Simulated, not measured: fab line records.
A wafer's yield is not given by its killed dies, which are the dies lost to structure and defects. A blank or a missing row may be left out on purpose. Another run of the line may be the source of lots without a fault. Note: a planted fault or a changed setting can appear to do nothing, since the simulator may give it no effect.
What tool caused it? + flow n5-finfet + 24 lots with 72 wafers sampled at 4 steps, on a route of 1938 steps

## WHAT THE GAUGES READ, wafer by wafer
N5_BEOL_M5_CD_MEAS_11 targets a cd of 27.74 nm. Usual: cd-nm at 27.98 nm, with a standard deviation of 0.27.
| lot  | measured     | on        | cd-nm (nm)        | flag |
|------|--------------|-----------|-------------------|------|
| L074 | day 8 06:58  | cd-sem-02 | 28.22 28.66 28.19 |      |
| L075 | day 8 13:25  | cd-sem-01 | 28.11 28.33 28.34 |      |
| L076 | day 9 00:34  | cd-sem-02 | 27.55 27.97 28.05 |      |
| L077 | day 9 03:47  | cd-sem-03 | 27.84 27.90 27.80 |      |
| L078 | day 9 08:23  | cd-sem-02 | 28.33 27.98 27.79 |      |
| L079 | day 10 01:55 | cd-sem-01 | 28.50 28.30 28.10 |      |
| L081 | day 10 04:52 | cd-sem-01 | 28.12 27.88 27.66 |      |
| L080 | day 10 04:55 | cd-sem-01 | 28.11 27.64 27.53 |      |
| L082 | day 10 08:24 | cd-sem-02 | 28.21 28.01 27.79 |      |
| L083 | day 10 14:43 | cd-sem-03 | 28.04 27.78 27.59 |      |
| L084 | day 10 21:50 | cd-sem-02 | 28.00 28.61 28.10 |      |
| L085 | day 11 05:44 | cd-sem-02 | 28.23 27.73 28.04 |      |
| L086 | day 11 09:25 | cd-sem-03 | 28.07 27.82 28.50 |      |
| L087 | day 11 12:26 | cd-sem-01 | 27.62 27.79 27.79 |      |
| L089 | day 12 07:20 | cd-sem-03 | 27.86 28.00 28.09 |      |
| L088 | day 12 07:33 | cd-sem-02 | 27.75 28.15 28.12 |      |
| L090 | day 12 08:05 | cd-sem-03 | 27.78 27.84 27.86 |      |
| L093 | day 12 13:17 | cd-sem-02 | 27.93 28.31 28.06 |      |
| L091 | day 12 17:52 | cd-sem-03 | 28.42 28.35 28.26 |      |
| L094 | day 13 23:22 | cd-sem-01 | 27.86 27.89 27.56 |      |
| L096 | day 14 02:15 | cd-sem-02 | 27.69 27.97 27.73 |      |
| L092 | day 14 05:16 | cd-sem-03 | 27.65 27.70 28.40 |      |
| L095 | day 14 05:33 | cd-sem-01 | 27.89 28.12 27.81 |      |
| L097 | day 14 11:23 | cd-sem-02 | 28.15 28.12 27.99 |      |

N5_BEOL_M5_OVL_MEAS_12. Usual: M5_OVL -0.2 nm, standard deviation 0.9.
| lot  | measured     | on         | M5_OVL (nm)    | flag |
|------|--------------|------------|----------------|------|
| L074 | day 8 07:00  | overlay-02 | 0.0 0.1 0.5    |      |
| L075 | day 8 13:27  | overlay-02 | -1.5 -1.4 -0.2 |      |
| L076 | day 9 00:39  | overlay-02 | -0.9 -0.8 -0.3 |      |
| L077 | day 9 03:49  | overlay-02 | -1.3 -1.4 0.0  |      |
| L078 | day 9 08:25  | overlay-02 | -0.1 -1.8 -1.1 |      |
| L079 | day 10 01:56 | overlay-02 | 0.4 1.4 0.9    |      |
| L081 | day 10 04:54 | overlay-02 | -0.9 -1.8 -1.1 |      |
| L080 | day 10 04:59 | overlay-02 | -1.9 -0.7 -1.3 |      |
| L082 | day 10 08:29 | overlay-02 | -1.0 -1.2 -0.1 |      |
| L083 | day 10 14:45 | overlay-02 | 0.6 0.9 1.1    |      |
| L084 | day 10 21:52 | overlay-02 | -0.7 0.6 0.6   |      |
| L085 | day 11 05:46 | overlay-02 | -1.7 -1.5 -0.3 |      |
| L086 | day 11 09:26 | overlay-02 | 0.6 1.8 1.4    |      |
| L087 | day 11 12:28 | overlay-02 | -0.3 -0.8 -0.7 |      |
| L089 | day 12 07:22 | overlay-01 | -0.5 -1.5 -1.4 |      |
| L088 | day 12 07:35 | overlay-02 | 0.2 1.4 1.4    |      |
| L090 | day 12 08:08 | overlay-02 | -1.0 -0.9 -1.6 |      |
| L093 | day 12 13:19 | overlay-02 | 0.5 0.9 0.9    |      |
| L091 | day 12 17:54 | overlay-01 | -1.0 -0.4 -0.6 |      |
| L094 | day 13 23:24 | overlay-01 | 0.0 1.0 0.4    |      |
| L096 | day 14 02:17 | overlay-02 | 0.2 1.7 1.0    |      |
| L092 | day 14 05:17 | overlay-01 | -1.2 0.6 -1.4  |      |
| L095 | day 14 05:35 | overlay-02 | -0.6 0.0 -0.2  |      |
| L097 | day 14 11:26 | overlay-01 | 0.2 0.7 0.6    |      |

N5_BEOL_M5_OVL_MEAS_29. Usual: V4_OVL -0.3 nm, standard deviation 0.65.
| lot  | measured     | on         | V4_OVL (nm)    | flag |
|------|--------------|------------|----------------|------|
| L074 | day 8 10:10  | overlay-02 | -0.9 0.0 -0.6  |      |
| L075 | day 8 14:46  | overlay-02 | -1.9 -0.1 -0.4 |      |
| L076 | day 9 01:38  | overlay-02 | 0.0 -0.6 -1.0  |      |
| L077 | day 9 04:47  | overlay-02 | -0.1 -0.3 -0.3 |      |
| L078 | day 9 11:00  | overlay-02 | -0.7 0.2 0.1   |      |
| L079 | day 10 04:26 | overlay-02 | 1.1 -0.1 0.1   |      |
| L081 | day 10 07:23 | overlay-02 | -0.8 -0.2 -0.8 |      |
| L080 | day 10 07:30 | overlay-02 | 0.0 0.4 0.4    |      |
| L082 | day 10 10:50 | overlay-02 | -0.4 -0.2 -0.2 |      |
| L083 | day 10 17:03 | overlay-02 | -1.7 -0.5 -1.1 |      |
| L084 | day 11 00:11 | overlay-02 | -0.3 -0.6 1.1  |      |
| L085 | day 11 09:01 | overlay-02 | -0.6 0.0 -0.8  |      |
| L086 | day 11 10:59 | overlay-02 | -0.5 -0.3 0.1  |      |
| L087 | day 11 13:34 | overlay-02 | -0.6 -1.2 -0.4 |      |
| L089 | day 12 16:20 | overlay-02 | 0.0 0.1 -0.7   |      |
| L088 | day 12 16:23 | overlay-01 | 1.1 0.8 0.8    |      |
| L090 | day 12 16:26 | overlay-01 | 0.6 1.1 0.9    |      |
| L093 | day 12 20:24 | overlay-02 | -0.4 -0.7 -1.2 |      |
| L091 | day 13 02:04 | overlay-01 | -0.9 0.0 -0.9  |      |
| L094 | day 14 01:03 | overlay-01 | -0.1 -0.8 -0.3 |      |
| L096 | day 14 04:12 | overlay-02 | 0.2 -0.5 -0.3  |      |
| L092 | day 14 11:04 | overlay-02 | 0.6 0.0 0.4    |      |
| L095 | day 14 10:54 | overlay-01 | -1.2 -0.3 -1.1 |      |
| L097 | day 14 18:27 | overlay-02 | -0.2 -0.6 -1.3 |      |

## EACH LOT AND THE TOOL THAT RAN IT (in order: tool; ch and the chambers of the sampled wafers; start)
| lot  | N5_BEOL_M4_ANNEAL_93         |
|------|------------------------------|
| L074 | pvd-sputter-02, day 7 23:56  |
| L075 | pvd-sputter-02, day 8 09:08  |
| L076 | pvd-sputter-02, day 8 18:59  |
| L077 | pvd-sputter-01, day 8 23:37  |
| L078 | pvd-sputter-02, day 9 04:06  |
| L079 | pvd-sputter-02, day 9 21:38  |
| L081 | pvd-sputter-01, day 10 00:07 |
| L080 | pvd-sputter-02, day 10 00:14 |
| L082 | pvd-sputter-03, day 10 03:47 |
| L083 | pvd-sputter-02, day 10 09:58 |
| L084 | pvd-sputter-02, day 10 17:07 |
| L085 | pvd-sputter-01, day 11 00:45 |
| L086 | pvd-sputter-03, day 11 03:23 |
| L087 | pvd-sputter-01, day 11 08:04 |
| L089 | pvd-sputter-03, day 12 02:28 |
| L088 | pvd-sputter-01, day 12 03:06 |
| L090 | pvd-sputter-02, day 12 03:32 |
| L093 | pvd-sputter-03, day 12 09:36 |
| L091 | pvd-sputter-03, day 12 14:16 |
| L094 | pvd-sputter-02, day 13 19:02 |
| L096 | pvd-sputter-01, day 13 22:05 |
| L092 | pvd-sputter-03, day 13 22:22 |
| L095 | pvd-sputter-01, day 14 01:05 |
| L097 | pvd-sputter-03, day 14 03:32 |
- N5_BEOL_M4_ANNEAL_93: time 240 s.

## AS READ BY THE TOOLS THEMSELVES (means over the sampled wafers that have a number; for cases with no such wafer, the mark the record gives instead)
N5_BEOL_M4_ANNEAL_93. Usual: heater-power-w at 822 W, with a standard deviation of 77.
| lot  | tool           | heater-power-w (W) | flag |
|------|----------------|--------------------|------|
| L074 | pvd-sputter-02 | 793                |      |
| L075 | pvd-sputter-02 | 803                |      |
| L076 | pvd-sputter-02 | 808                |      |
| L077 | pvd-sputter-01 | 820                |      |
| L078 | pvd-sputter-02 | 840                |      |
| L079 | pvd-sputter-02 | 810                |      |
| L081 | pvd-sputter-01 | 764                |      |
| L080 | pvd-sputter-02 | 769                |      |
| L082 | pvd-sputter-03 | 968                |      |
| L083 | pvd-sputter-02 | 801                |      |
| L084 | pvd-sputter-02 | 778                |      |
| L085 | pvd-sputter-01 | 835                |      |
| L086 | pvd-sputter-03 | 887                |      |
| L087 | pvd-sputter-01 | 802                |      |
| L089 | pvd-sputter-03 | 898                |      |
| L088 | pvd-sputter-01 | 891                |      |
| L090 | pvd-sputter-02 | 754                |      |
| L093 | pvd-sputter-03 | 932                |      |
| L091 | pvd-sputter-03 | 796                |      |
| L094 | pvd-sputter-02 | 779                |      |
| L096 | pvd-sputter-01 | 778                |      |
| L092 | pvd-sputter-03 | 961                |      |
| L095 | pvd-sputter-01 | 855                |      |
| L097 | pvd-sputter-03 | 805                |      |

## THE ANSWER, worked out from the rows above alone
Rule: take the mean of a lot's wafers that have a number; if it is more than 3 standard deviations from the usual mean, the lot is off. Also off: a lot with no number at a reading for which 4 or more lots have one. The other lots that the step has rows for count as sound. After the gauges, taken in route order, come the tools' own readings; for these a lot's mean is taken, as printed above. The first step at which some lot is off is used, and at that step the reading that is off furthest; a lot without a number counts as furthest.
No lot is off on any of the readings shown, so nothing can be concluded from this.

## WHAT WAS PUT IN BY THE SIMULATOR
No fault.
